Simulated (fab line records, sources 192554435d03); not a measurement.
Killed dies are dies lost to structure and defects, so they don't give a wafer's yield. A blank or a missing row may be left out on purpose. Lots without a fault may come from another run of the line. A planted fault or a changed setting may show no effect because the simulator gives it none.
Problem report in the 8D (eight disciplines) form, filled by code | flow n5_finfet | the parts of the form that need people (team, actions taken, sign-off) are left out

1. THE PROBLEM
cd_nm at N5_BEOL_M15_CD_MEAS_10 reads a mean of 372.0 nm on 3 wafers of 3 lots; wafers without a fault read 360.1 nm with a standard deviation of 1.9. That is +6.2 standard deviations from the usual mean.
The step: target cd 360 nm.
First seen on wafer L224.2, day 13 06:53, on cd_sem-03. The record holds 32 wafers of 12 lots with a number at this step. Rule for "out", or "out of limits": more than 4 standard deviations from the usual mean. The other wafers with a number count as sound.

2. WHAT IT IS AND WHAT IT IS NOT
question                    | is                     | is not
which readings at this step | cd_nm                  | -
which lots                  | L223, L224, L226       | L216, L217, L230, L232, L235, L236, L237, L238, L239
which wafers of those lots  | L223.6, L224.2, L226.2 | L223.3, L224.3, L226.4
read on which gauges        | cd_sem-01, cd_sem-03   | cd_sem-02
when                        | from day 13 06:53      | up to then (7 sound wafers); but 22 sound wafers of L223, L226, L230, L232, L235, L236, L237, L238, L239 came after

3. SUSPECTS, AND WHAT RULES EACH OUT
Counting: a tool at a process step up to the reading stays a suspect if it ran every lot that is out. Sound lots after the first of them don't rule it out here, since some wafers of a struck lot are sound.
- the gauge at N5_BEOL_M15_CD_MEAS_10: ruled out. The wafers that are out were read on 2 gauges (cd_sem-01, cd_sem-03).
- rtp_anneal-02 at N5_BEOL_M14_ANNEAL_48 (time 90 s): kept. It ran every lot that is out, first L224 (day 13 05:19); its last sound lot up to then is L216 (day 12 02:46).
- krf_scanner-02 at N5_BEOL_M15_EXPOSE_07 (exposes mask V14): kept. It ran every lot that is out, first L224 (day 13 06:43); its last sound lot up to then is L217 (day 12 01:31).
Left after counting: rtp_anneal-02 at N5_BEOL_M14_ANNEAL_48, krf_scanner-02 at N5_BEOL_M15_EXPOSE_07.

4. THE CAUSE (what the simulator had put in)
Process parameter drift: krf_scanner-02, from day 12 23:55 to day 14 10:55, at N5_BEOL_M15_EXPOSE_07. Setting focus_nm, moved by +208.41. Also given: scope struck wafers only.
Counting left 2 suspects, and this tool is among them.

5. THE CHAIN OF EFFECTS, in route order
Each row: a reading whose mean over the struck wafers that have a number lies more than 3 standard deviations from the usual. Only readings for which the record gives a usual standard deviation are gone through. hours: the time from each lot's start at the first step in this table that gives one to its start at this step, as a median over the lots. sigmas: the change in usual standard deviations.
hours | step                   | reading | usual    | on struck wafers | change | sigmas
0     | N5_BEOL_M15_CD_MEAS_10 | cd_nm   | 360.1 nm | 372.0            | +11.9  | +6.2

6. WHAT WOULD HAVE CAUGHT IT SOONER
In this record the first reading out of limits at a measuring or inspecting step was taken at day 13 06:53, 7 hours after the fault began at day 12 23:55.
Of the tool readings at N5_BEOL_M15_EXPOSE_07 for which the record gives a usual standard deviation, none was out on any struck wafer, so an alarm limit of 4 standard deviations on them would not have fired.
Of the lots that are out (3), L223, L226 began N5_BEOL_M15_EXPOSE_07 on krf_scanner-02 after day 13 06:53. A hold on the tool at that time would have spared those 2.
